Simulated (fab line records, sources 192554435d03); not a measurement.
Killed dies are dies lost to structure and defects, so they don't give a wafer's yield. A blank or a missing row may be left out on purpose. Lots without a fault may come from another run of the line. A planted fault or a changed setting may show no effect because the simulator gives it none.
One fault seen from 2 desks | flow n5_finfet | each desk has only its own numbers; what lay behind them comes last

THE METROLOGY DESK
What the gauges read, lot by lot, whatever tool the lot ran on: means of the sampled wafers that have a number. A lot is out of limits, marked OUT, if its mean lies more than 4 standard deviations from the usual mean; the brackets give that distance. Of its 10 readings 7 are shown: those that lie furthest out on some lot.
Columns: A = DIBL_P at N5_BEOL_M4_RC_MEAS_101, usual 35.8 mV/V; B = IOFF_P at N5_BEOL_M4_RC_MEAS_101, usual 0.21 nA/um; C = ION_P at N5_BEOL_M4_RC_MEAS_101, usual 463 uA/um; D = SS_N at N5_BEOL_M4_RC_MEAS_101, usual 71.3 mV/dec; E = SS_P at N5_BEOL_M4_RC_MEAS_101, usual 73.1 mV/dec; F = VT_N at N5_BEOL_M4_RC_MEAS_101, usual 250 mV; G = VT_P at N5_BEOL_M4_RC_MEAS_101, usual -251 mV
lot  | first seen here | A    | B    | C   | D    | E    | F   | G
L632 | day 8 09:07     | 35.7 | 0.24 | 465 | 71.8 | 73.6 | 250 | -248
L633 | day 8 16:07     | 34.3 | 0.20 | 466 | 70.8 | 73.0 | 250 | -250
L635 | day 8 17:54     | 36.9 | 0.24 | 468 | 71.4 | 73.2 | 248 | -246
This desk's finding: nothing out of limits on any of the 3 lots.

THE TOOL OWNER'S DESK: pecvd-01
The tool's own readings at N5_BEOL_M1_PECVD_72 (deposits SiO2 from TEOS/O2, target thk 16 nm, time 18 s): means of the sampled wafers that have a number, for each lot that ran on this tool. A lot is out of limits, marked OUT, if its mean lies more than 4 standard deviations from the usual mean; the brackets give that distance.
Columns: A = heater_power_w at N5_BEOL_M1_PECVD_72, usual 643 W; B = rf_fwd_power_W at N5_BEOL_M1_PECVD_72, usual 445.3 W; C = showerhead_plenum_p_Torr at N5_BEOL_M1_PECVD_72, usual 8.76 Torr; D = showerhead_vpp_V at N5_BEOL_M1_PECVD_72, usual 1286 V; E = susceptor_temp_C at N5_BEOL_M1_PECVD_72, usual 400.00 C; F = throttle_valve_pct at N5_BEOL_M1_PECVD_72, usual 22.1 %
lot  | first seen here | A   | B     | C    | D    | E      | F
L632 | day 6 12:22     | 589 | 443.0 | 8.75 | 1257 | 399.81 | 22.7
L633 | day 6 13:32     | 656 | 444.4 | 8.75 | 1246 | 399.87 | 22.8
This desk's finding: nothing out of limits on any of the 2 lots.

PUT TOGETHER
The metrology desk saw nothing out of limits.
The tool owner's desk saw nothing out of limits.

WHAT THE SIMULATOR HAD PUT IN
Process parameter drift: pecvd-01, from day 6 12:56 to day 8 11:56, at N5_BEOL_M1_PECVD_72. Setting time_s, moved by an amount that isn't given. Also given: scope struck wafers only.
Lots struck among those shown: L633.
